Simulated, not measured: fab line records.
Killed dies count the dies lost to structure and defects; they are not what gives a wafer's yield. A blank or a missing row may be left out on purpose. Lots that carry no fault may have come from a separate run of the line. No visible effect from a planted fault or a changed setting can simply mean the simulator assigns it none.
Which tool is to blame? ; flow nand harc ; 14 lots, 42 wafers sampled, at 6 steps of a route of 1302

## WHAT EACH GAUGE READ, for each wafer
NHARC_P_BONDPAD_CD_MEAS_13. Usual: cd nm 500.0 nm, standard deviation 2.
lot;measured;on;cd nm (nm);flag
L102;day 6 15:19;cd sem-03;501.1 499.9 498.4;
L104;day 7 10:57;cd sem-01;500.5 498.5 499.6;
L106;day 8 06:31;cd sem-01;498.7 501.6 498.2;
L108;day 9 01:52;cd sem-02;503.9 501.6 501.7;
L109;day 9 17:47;cd sem-02;499.6 501.0 501.1;
L110;day 9 23:32;cd sem-02;499.8 498.8 501.7;
L113;day 11 04:37;cd sem-01;497.6 501.8 501.7;
L112;day 11 06:42;cd sem-02;503.4 502.9 498.4;
L114;day 11 12:40;cd sem-01;498.1 498.0 498.2;
L118;day 13 10:20;cd sem-02;500.1 501.9 499.3;
L119;day 13 12:21;cd sem-02;499.1 501.0 501.3;
L121;day 14 10:50;cd sem-02;498.8 499.9 502.1;
L124;day 15 17:37;cd sem-02;501.0 500.1 500.2;
L125;day 16 01:31;cd sem-02;500.0 494.5 494.8;

NHARC_A_SOURCE_PLATE_THK_MEAS_09: measures by ellipsometry. Usual: thk nm 9.7 nm, standard deviation 1.
lot;measured;on;thk nm (nm);flag
L102;day 7 02:35;film metro-02;9.2 11.3 10.9;
L104;day 7 22:43;film metro-01;8.9 9.1 7.9;
L106;day 8 18:41;film metro-02;12.4 8.9 11.3;
L108;day 9 14:06;film metro-02;8.9 9.1 8.7;
L109;day 10 06:50;film metro-01;9.4 9.2 10.2;
L110;day 10 11:31;film metro-02;10.2 11.9 9.0;
L113;day 11 17:44;film metro-02;9.8 10.3 10.0;
L112;day 11 17:45;film metro-01;9.1 9.0 10.1;
L114;day 12 00:50;film metro-02;9.6 10.4 10.7;
L118;day 13 23:36;film metro-02;8.4 9.6 9.0;
L119;day 13 23:35;film metro-01;8.9 10.9 8.3;
L121;day 14 23:11;film metro-02;10.5 10.1 9.6;
L124;day 16 05:44;film metro-02;11.0 10.6 8.9;
L125;day 16 16:04;film metro-01;9.4 10.3 9.0;

NHARC_A_ONON_D1_THK_MEAS_24: measures by ellipsometry. Usual: thk nm 1001 nm, standard deviation 11.
lot;measured;on;thk nm (nm);flag
L102;day 8 02:48;film metro-02;998 998 996;
L104;day 8 23:58;film metro-01;997 998 997;
L106;day 9 20:06;film metro-01;999 999 999;
L108;day 10 14:48;film metro-02;1000 998 999;
L109;day 11 07:28;film metro-02;1000 1002 1001;
L110;day 11 14:59;film metro-01;989 990 990;
L113;day 12 18:55;film metro-01;1003 1002 1003;
L112;day 12 18:55;film metro-02;1014 1014 1014;
L114;day 13 00:57;film metro-02;1001 1000 1002;
L118;day 15 01:49;film metro-02;1548 1549 1549;OFF
L119;day 15 01:49;film metro-01;1010 1010 1011;
L121;day 16 04:34;film metro-02;1557 1560 1558;OFF
L124;day 17 08:39;film metro-01;1011 1009 1010;
L125;day 17 18:43;film metro-01;1010 1010 1010;

NHARC_END_SORT_01. Usual: killed at array 63, standard deviation 17; killed at other 0.8, standard deviation 1.1; killed at periphery 3.5, standard deviation 3; killed dies 67, standard deviation 17; killed open 3.1, standard deviation 1.6; killed short 2.6, standard deviation 1.4.
lot;measured;on;killed at array;killed at other;killed at periphery;killed dies;killed open;killed short;flag
L118;day 31 14:28;prober-02;671 676 673;0 0 0;6 1 4;677 677 677;3 5 1;2 3 4;OFF
L121;day 32 08:44;prober-01;675 676 676;1 1 0;1 0 1;677 677 677;3 5 5;4 1 2;OFF

## WHAT TOOL EACH LOT RAN ON (gives the tool, then ch and the chambers of the sampled wafers, and finally the start)
lot;NHARC_P_BONDPAD_DEGAS_25;NHARC_A_ONON_D1_DEP_22
L102;pvd sputter-02, day 6 15:59;pecvd onon-02 ch 0, day 8 02:17
L104;pvd sputter-03, day 7 11:35;pecvd onon-03 ch 0, day 8 23:31
L106;pvd sputter-02, day 8 07:08;pecvd onon-03 ch 0, day 9 19:35
L108;pvd sputter-01, day 9 02:29;pecvd onon-02 ch 0, day 10 14:17
L109;pvd sputter-02, day 9 18:24;pecvd onon-03 ch 0, day 11 07:01
L110;pvd sputter-02, day 10 00:09;pecvd onon-02 ch 0, day 11 14:31
L113;pvd sputter-01, day 11 05:15;pecvd onon-04 ch 0, day 12 18:25
L112;pvd sputter-02, day 11 07:19;pecvd onon-02 ch 0, day 12 18:32
L114;pvd sputter-02, day 11 13:18;pecvd onon-04 ch 0, day 13 00:26
L118;pvd sputter-01, day 13 10:58;pecvd onon-03 ch 0, day 15 01:29
L119;pvd sputter-03, day 13 12:59;pecvd onon-02 ch 0, day 15 01:22
L121;pvd sputter-01, day 14 11:28;pecvd onon-03 ch 0, day 16 04:11
L124;pvd sputter-01, day 15 18:14;pecvd onon-02 ch 0, day 17 08:08
L125;pvd sputter-03, day 16 02:08;pecvd onon-02 ch 0, day 17 18:16
- NHARC_P_BONDPAD_DEGAS_25: time 60 s.
- NHARC_A_ONON_D1_DEP_22: target thk 1000 nm.

## AS READ BY THE TOOLS THEMSELVES (means over the sampled wafers that have a number; for cases with no such wafer, the mark the record gives instead)
NHARC_P_BONDPAD_DEGAS_25. Usual: heater power w 478 W, standard deviation 38.
lot;tool;heater power w (W);flag
L102;pvd sputter-02;453;
L104;pvd sputter-03;474;
L106;pvd sputter-02;467;
L108;pvd sputter-01;483;
L109;pvd sputter-02;483;
L110;pvd sputter-02;512;
L113;pvd sputter-01;480;
L112;pvd sputter-02;524;
L114;pvd sputter-02;467;
L118;pvd sputter-01;465;
L119;pvd sputter-03;495;
L121;pvd sputter-01;468;
L124;pvd sputter-01;491;
L125;pvd sputter-03;471;

## THE ANSWER, worked out from the rows above alone
Rule: a lot is off if the mean of its wafers that have a number lies more than 3 standard deviations from the usual mean. Also off: a lot with no number at a reading for which 4 or more lots have one. Any other lot the step has rows for is counted as sound. After the gauges, taken in route order, come the tools' own readings; for these a lot's mean is taken, as printed above. The first step at which some lot is off is used, and at that step the reading that is off furthest; a lot without a number counts as furthest.
Off at NHARC_A_ONON_D1_THK_MEAS_24 (thk nm): L118, L121.
A tool fits if, at a process step before that reading, it ran every lot that is off, and no sound lot after the first of them. The gauges at NHARC_A_ONON_D1_THK_MEAS_24 aren't tried: what is off there is off at NHARC_END_SORT_01 too, on other tools, and a gauge's error can't cause that. One fits: NHARC_A_ONON_D1_DEP_22 on pecvd onon-03. A fault onset in the window from L109 (day 11 07:01, its last sound lot) to L118 (day 15 01:29, its first lot off) fits.

## WHAT THE SIMULATOR PUT IN
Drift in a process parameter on pecvd onon-03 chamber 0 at NHARC_A_ONON_D1_DEP_22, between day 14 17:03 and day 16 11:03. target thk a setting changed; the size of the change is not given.
Shown lots that were struck: L118, L121. The rule given above showed the same thing.
